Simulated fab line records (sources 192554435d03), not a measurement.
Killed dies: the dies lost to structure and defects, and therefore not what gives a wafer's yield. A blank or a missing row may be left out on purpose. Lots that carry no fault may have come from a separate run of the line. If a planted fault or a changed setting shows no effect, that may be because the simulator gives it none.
What tool caused it?    flow n5_finfet    route of 1938 steps, sampled at 1 step: 12 lots, 36 wafers

== WHAT EACH GAUGE READ, for each wafer ==
N5_MOL_CONTACT_COAG_INSPECT_97: inspects for defects (darkfield).
lot   measured      on                 raw_defect_count
L076  day 6 01:44   defect_inspect-01  28 30 67
L077  day 6 07:46   defect_inspect-02  51 18 48
L079  day 7 02:01   defect_inspect-01  34 43 31
L083  day 7 22:26   defect_inspect-01  34 45 25
L084  day 8 04:43   defect_inspect-02  48 35 35
L085  day 8 11:18   defect_inspect-02  42 42 57
L087  day 8 22:08   defect_inspect-01  39 30 34
L089  day 9 05:07   defect_inspect-01  64 45 48
L091  day 9 13:41   defect_inspect-02  44 44 44
L093  day 10 07:54  defect_inspect-01  63 78 62
L095  day 10 17:05  defect_inspect-01  59 73 65
L097  day 11 10:32  defect_inspect-01  27 50 38

== TOOL THAT RAN EACH LOT (tool first, then ch and the chambers of the sampled wafers, then the start) ==
The record shows no process step preceding these readings.

== THE ANSWER, worked out from the rows above alone ==
Rule: the usual values come from the lots themselves. Put in order of their means at a reading, lots are off if they are a third of the lots or fewer, leave a main group of 4 or more, and stand apart from it by a gap of 3 or more times the standard deviation of the main group's means; of several such gaps the widest counts. A main group is skipped when, at the precision printed for the reading in the tables above, its means are all equal. A lot without any number at a reading at which 4 lots or more have one is off too. Any other lot the step has rows for is counted as sound.
No lot is off at any reading shown: from this, nothing can be told.

== WHAT WAS PUT IN BY THE SIMULATOR ==
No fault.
